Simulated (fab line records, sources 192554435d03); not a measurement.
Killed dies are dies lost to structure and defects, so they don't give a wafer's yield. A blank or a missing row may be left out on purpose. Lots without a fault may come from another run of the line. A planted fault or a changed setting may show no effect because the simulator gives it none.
Which tool did it? | flow n5_finfet | 15 lots, 45 wafers sampled, at 5 steps of a route of 1938

WHAT THE GAUGES READ, wafer by wafer
N5_BEOL_M8_OVL_MEAS_12. Usual: M8_OVL -0.1 nm, standard deviation 0.7.
lot  | measured     | on         | M8_OVL (nm)    | flag
L938 | day 10 07:23 | overlay-01 | 0.2 -0.9 0.4   |
L941 | day 11 16:27 | overlay-01 | -0.4 0.1 0.5   |
L942 | day 12 13:40 | overlay-02 | -1.4 -0.9 -0.6 |
L943 | day 12 17:49 | overlay-01 | 0.2 1.3 1.5    |
L945 | day 14 14:56 | overlay-02 | -1.2 -0.6 0.2  |
L947 | day 15 13:28 | overlay-02 | -1.0 -1.2 -0.8 |
L948 | day 15 13:52 | overlay-01 | -0.6 -0.9 0.2  |
L949 | day 15 21:49 | overlay-01 | -0.2 -0.7 0.4  |
L954 | day 16 21:02 | overlay-02 | 0.9 0.1 0.2    |
L952 | day 17 06:32 | overlay-01 | 0.0 0.4 0.7    |
L959 | day 17 21:12 | overlay-02 | -0.2 0.9 0.1   |
L961 | day 17 21:45 | overlay-02 | 0.6 1.2 -0.3   |
L955 | day 18 01:39 | overlay-02 | -1.2 -0.2 0.4  |
L958 | day 18 20:34 | overlay-01 | 0.3 -0.1 0.1   |
L957 | day 18 21:05 | overlay-02 | 0.3 -1.0 0.2   |

N5_BEOL_M8_CD_MEAS_18: pitch 80 nm, target cd 40 nm. Usual: cd_nm 40.0 nm, standard deviation 0.54.
lot  | measured     | on        | cd_nm (nm)     | flag
L938 | day 10 07:54 | cd_sem-02 | 40.2 40.1 40.0 |
L941 | day 11 16:58 | cd_sem-01 | 40.9 40.2 40.9 |
L942 | day 12 14:13 | cd_sem-02 | 40.3 38.8 40.0 |
L943 | day 12 18:20 | cd_sem-03 | 40.8 40.4 40.1 |
L945 | day 14 15:27 | cd_sem-01 | 38.8 39.3 39.7 |
L947 | day 15 13:59 | cd_sem-01 | - - -          | OFF
L948 | day 15 14:23 | cd_sem-01 | - - -          | OFF
L949 | day 15 22:26 | cd_sem-03 | - - -          | OFF
L954 | day 16 21:53 | cd_sem-03 | 40.0 40.5 41.2 |
L952 | day 17 07:10 | cd_sem-02 | 39.6 39.8 40.0 |
L959 | day 17 21:58 | cd_sem-01 | 39.8 39.9 40.3 |
L961 | day 17 22:32 | cd_sem-02 | 39.9 40.1 40.0 |
L955 | day 18 02:29 | cd_sem-02 | 39.6 39.3 40.8 |
L958 | day 18 21:10 | cd_sem-03 | 39.8 40.3 40.0 |
L957 | day 18 21:36 | cd_sem-03 | 40.1 39.4 39.8 |

WHICH TOOL RAN EACH LOT (tool, then ch and the chambers of the sampled wafers, then the start)
lot  | N5_BEOL_M7_CMP_52             | N5_BEOL_M8_HM_OPEN_17             | N5_BEOL_M8_STRIP_19
L938 | cmp-01 ch 2,3, day 10 05:35   | rie_metal-01 ch 0,1, day 10 07:43 | rie_diel-05 ch 0,1,2, day 10 07:50
L941 | cmp-02 ch 1,2,3, day 11 13:30 | rie_metal-02 ch 0,1, day 11 16:47 | rie_diel-05 ch 0,2, day 11 16:53
L942 | cmp-03 ch 2,3, day 12 11:42   | rie_metal-02 ch 0,1, day 12 14:03 | rie_diel-02 ch 0,1,3, day 12 14:08
L943 | cmp-03 ch 1,2,3, day 12 16:06 | rie_metal-01 ch 0,1, day 12 18:09 | rie_diel-04 ch 1,2,3, day 12 18:16
L945 | cmp-01 ch 1,2,3, day 14 12:35 | rie_metal-03 ch 0,1, day 14 15:16 | rie_diel-05 ch 0,1,3, day 14 15:23
L947 | cmp-01 ch 0,1,2, day 15 09:59 | rie_metal-01 ch 0,1, day 15 13:48 | rie_diel-04 ch 0,1,3, day 15 13:55
L948 | cmp-02 ch 0,3, day 15 11:08   | rie_metal-03 ch 0,1, day 15 14:14 | rie_diel-02 ch 1,2, day 15 14:19
L949 | cmp-03 ch 0,1,3, day 15 19:41 | rie_metal-01 ch 0, day 15 22:09   | rie_diel-04 ch 1,2,3, day 15 22:22
L954 | cmp-02 ch 2,3, day 16 19:19   | rie_metal-03 ch 0,1, day 16 21:26 | rie_diel-05 ch 1,3, day 16 21:49
L952 | cmp-02 ch 1,2,3, day 17 04:02 | rie_metal-03 ch 0,1, day 17 06:52 | rie_diel-02 ch 0,2,3, day 17 07:06
L959 | cmp-02 ch 1,2,3, day 17 16:06 | rie_metal-02 ch 0,1, day 17 21:40 | rie_diel-02 ch 0,3, day 17 21:53
L961 | cmp-02 ch 0,2,3, day 17 16:52 | rie_metal-03 ch 1, day 17 22:19   | rie_diel-04 ch 1,2,3, day 17 22:27
L955 | cmp-03 ch 1,2,3, day 17 22:56 | rie_metal-03 ch 1, day 18 02:13   | rie_diel-04 ch 1,2,3, day 18 02:25
L958 | cmp-02 ch 2,3, day 18 17:46   | rie_metal-03 ch 0,1, day 18 20:59 | rie_diel-05 ch 0,3, day 18 21:06
L957 | cmp-03 ch 0,1,3, day 18 18:57 | rie_metal-03 ch 0,1, day 18 21:25 | rie_diel-04 ch 0,2,3, day 18 21:32
- N5_BEOL_M7_CMP_52: polishes, stops on SiCOH lowk, t overpolish 6.9 s, target thk 80 nm.
- N5_BEOL_M8_HM_OPEN_17: chemistry Cl2/BCl3, target TiN, target depth 20 nm, overetch 6 nm.
- N5_BEOL_M8_STRIP_19: strips in O2.

WHAT THE TOOLS THEMSELVES READ (means of the sampled wafers that have a number; where no wafer has one, the mark that the record gives instead)
N5_BEOL_M7_CMP_52. Usual: barrier_field_endpoint_s 29.0 s, standard deviation 0.64; motor_current_A 6.0 A, standard deviation 0.66; overpolish_run_s 6.900 s, standard deviation 0.0085; platen_rpm 50.00 rpm, standard deviation 0.036; retaining_ring_pressure_frac 1.000, standard deviation 0.0052; slurry_flow_ml_min 150.0, standard deviation 0.48; time_to_endpoint_s 63 s, standard deviation 3.6.
lot  | tool   | barrier_field_endpoint_s (s) | motor_current_A (A) | overpolish_run_s (s) | platen_rpm (rpm) | retaining_ring_pressure_frac | slurry_flow_ml_min | time_to_endpoint_s (s) | flag
L938 | cmp-01 | 28.2                         | 6.9                 | 6.895                | 50.02            | 1.005                        | 150.7              | 61                     |
L941 | cmp-02 | 28.7                         | 6.0                 | 6.902                | 50.01            | 1.001                        | 150.4              | 68                     |
L942 | cmp-03 | 28.7                         | 5.8                 | 6.891                | 49.98            | 1.002                        | 150.2              | 60                     |
L943 | cmp-03 | 28.4                         | 6.2                 | 6.908                | 50.00            | 1.001                        | 150.0              | 59                     |
L945 | cmp-01 | 28.9                         | 6.1                 | 6.904                | 50.00            | 1.002                        | 150.2              | 63                     |
L947 | cmp-01 | 29.4                         | 5.9                 | 6.900                | 50.00            | 1.001                        | 150.1              | 67                     |
L948 | cmp-02 | 28.9                         | 5.2                 | 6.899                | 49.96            | 0.995                        | 149.6              | 65                     |
L949 | cmp-03 | 28.9                         | 6.1                 | 6.896                | 50.02            | 1.007                        | 150.2              | 59                     |
L954 | cmp-02 | 29.1                         | 5.9                 | 6.905                | 49.99            | 1.004                        | 149.5              | 60                     |
L952 | cmp-02 | 28.8                         | 5.9                 | 6.902                | 50.00            | 1.000                        | 149.7              | 63                     |
L959 | cmp-02 | 28.6                         | 6.1                 | 6.898                | 50.02            | 1.001                        | 150.0              | 61                     |
L961 | cmp-02 | 29.1                         | 5.9                 | 6.898                | 50.02            | 0.995                        | 150.1              | 63                     |
L955 | cmp-03 | 28.7                         | 6.0                 | 6.906                | 50.02            | 0.999                        | 149.9              | 67                     |
L958 | cmp-02 | 28.6                         | 6.3                 | 6.898                | 50.03            | 0.998                        | 150.1              | 60                     |
L957 | cmp-03 | 29.9                         | 6.1                 | 6.897                | 49.99            | 0.995                        | 150.8              | 68                     |

N5_BEOL_M8_HM_OPEN_17. Usual: bcl3_flow_sccm 21.75 sccm, standard deviation 0.068; bias_w 126.0 W, standard deviation 0.4; drypump_motor_current_A 5.63 A, standard deviation 0.3; oes_product_au 0.67 a.u., standard deviation 0.093; throttle_valve_pct 22.12 %, standard deviation 0.14.
lot  | tool         | bcl3_flow_sccm (sccm) | bias_w (W) | drypump_motor_current_A (A) | oes_product_au (a.u.) | throttle_valve_pct (%) | flag
L938 | rie_metal-01 | 21.79                 | 125.7      | 5.76                        | 0.56                  | 22.25                  |
L941 | rie_metal-02 | 21.77                 | 126.1      | 6.04                        | 0.70                  | 22.12                  |
L942 | rie_metal-02 | 21.68                 | 126.3      | 6.05                        | 0.69                  | 22.15                  |
L943 | rie_metal-01 | 21.76                 | 125.7      | 5.77                        | 0.54                  | 22.27                  |
L945 | rie_metal-03 | 21.76                 | 126.1      | 5.35                        | 0.59                  | 22.14                  |
L947 | rie_metal-01 | -                     | -          | -                           | -                     | -                      | OFF
L948 | rie_metal-03 | -                     | -          | -                           | -                     | -                      | OFF
L949 | rie_metal-01 | -                     | -          | -                           | -                     | -                      | OFF
L954 | rie_metal-03 | 21.75                 | 126.2      | 5.37                        | 0.58                  | 22.16                  |
L952 | rie_metal-03 | 21.79                 | 126.0      | 5.40                        | 0.62                  | 22.19                  |
L959 | rie_metal-02 | 21.70                 | 125.7      | 5.84                        | 0.71                  | 22.10                  |
L961 | rie_metal-03 | 21.73                 | 126.2      | 5.46                        | 0.66                  | 22.22                  |
L955 | rie_metal-03 | 21.73                 | 126.2      | 5.45                        | 0.65                  | 22.23                  |
L958 | rie_metal-03 | 21.69                 | 126.1      | 5.37                        | 0.76                  | 22.04                  |
L957 | rie_metal-03 | 21.71                 | 125.6      | 5.35                        | 0.76                  | 22.05                  |

N5_BEOL_M8_STRIP_19. Usual: drypump_motor_current_A 5.7 A, standard deviation 0.45; o2_flow_sccm 225.0 sccm, standard deviation 0.71; oes_product_au 0.82 a.u., standard deviation 0.09; rf_vpp_V 3.6 V, standard deviation 0.6; showerhead_plenum_p_Torr 2.12 Torr, standard deviation 0.079; throttle_valve_pct 16.67 %, standard deviation 0.2.
lot  | tool        | drypump_motor_current_A (A) | o2_flow_sccm (sccm) | oes_product_au (a.u.) | rf_vpp_V (V) | showerhead_plenum_p_Torr (Torr) | throttle_valve_pct (%) | flag
L938 | rie_diel-05 | 5.8                         | 224.6               | 0.83                  | 4.3          | 2.18                            | 16.69                  |
L941 | rie_diel-05 | 6.1                         | 225.3               | 0.81                  | 3.6          | 2.14                            | 16.77                  |
L942 | rie_diel-02 | 5.7                         | 224.9               | 0.71                  | 3.6          | 2.05                            | 16.80                  |
L943 | rie_diel-04 | 5.2                         | 225.1               | 0.82                  | 3.9          | 2.08                            | 16.73                  |
L945 | rie_diel-05 | 6.1                         | 224.6               | 0.79                  | 2.6          | 2.17                            | 16.67                  |
L947 | rie_diel-04 | 5.6                         | 225.2               | 0.86                  | 3.4          | 2.13                            | 16.66                  |
L948 | rie_diel-02 | 5.8                         | 225.6               | 0.71                  | 3.7          | 2.17                            | 16.79                  |
L949 | rie_diel-04 | 5.3                         | 225.1               | 0.88                  | 3.5          | 2.07                            | 16.59                  |
L954 | rie_diel-05 | 5.8                         | 225.2               | 0.80                  | 3.7          | 2.20                            | 16.65                  |
L952 | rie_diel-02 | 5.6                         | 225.1               | 0.82                  | 4.1          | 2.13                            | 16.69                  |
L959 | rie_diel-02 | 5.6                         | 225.3               | 0.80                  | 3.4          | 2.07                            | 16.75                  |
L961 | rie_diel-04 | 5.3                         | 224.9               | 0.86                  | 3.3          | 2.07                            | 16.61                  |
L955 | rie_diel-04 | 5.3                         | 224.6               | 0.86                  | 3.3          | 2.07                            | 16.61                  |
L958 | rie_diel-05 | 6.4                         | 224.9               | 0.87                  | 2.9          | 2.13                            | 16.62                  |
L957 | rie_diel-04 | 5.5                         | 225.1               | 0.87                  | 4.2          | 2.13                            | 16.53                  |

THE ANSWER, worked out from the rows above alone
Rule: a lot is off if the mean of its wafers that have a number lies more than 3 standard deviations from the usual mean. A lot without any number at a reading at which 4 lots or more have one is off too. The other lots that the step has rows for count as sound. The gauges are gone through in route order, then the tools' own readings, and for those a lot's mean is taken as printed above. The first step at which some lot is off is used, and at that step the reading that is off furthest; a lot without a number counts as furthest.
Off: L947, L948, L949, at N5_BEOL_M8_CD_MEAS_18 (cd_nm). Without a number there: L947, L948, L949.
A tool fits if, at a process step before that reading, it ran every lot that is off, and no sound lot after the first of them. The gauges at N5_BEOL_M8_CD_MEAS_18 aren't tried: what is off there is off at N5_BEOL_M8_HM_OPEN_17 too, on other tools, and a gauge's error can't cause that. None of those tried fits.

WHAT THE SIMULATOR HAD PUT IN
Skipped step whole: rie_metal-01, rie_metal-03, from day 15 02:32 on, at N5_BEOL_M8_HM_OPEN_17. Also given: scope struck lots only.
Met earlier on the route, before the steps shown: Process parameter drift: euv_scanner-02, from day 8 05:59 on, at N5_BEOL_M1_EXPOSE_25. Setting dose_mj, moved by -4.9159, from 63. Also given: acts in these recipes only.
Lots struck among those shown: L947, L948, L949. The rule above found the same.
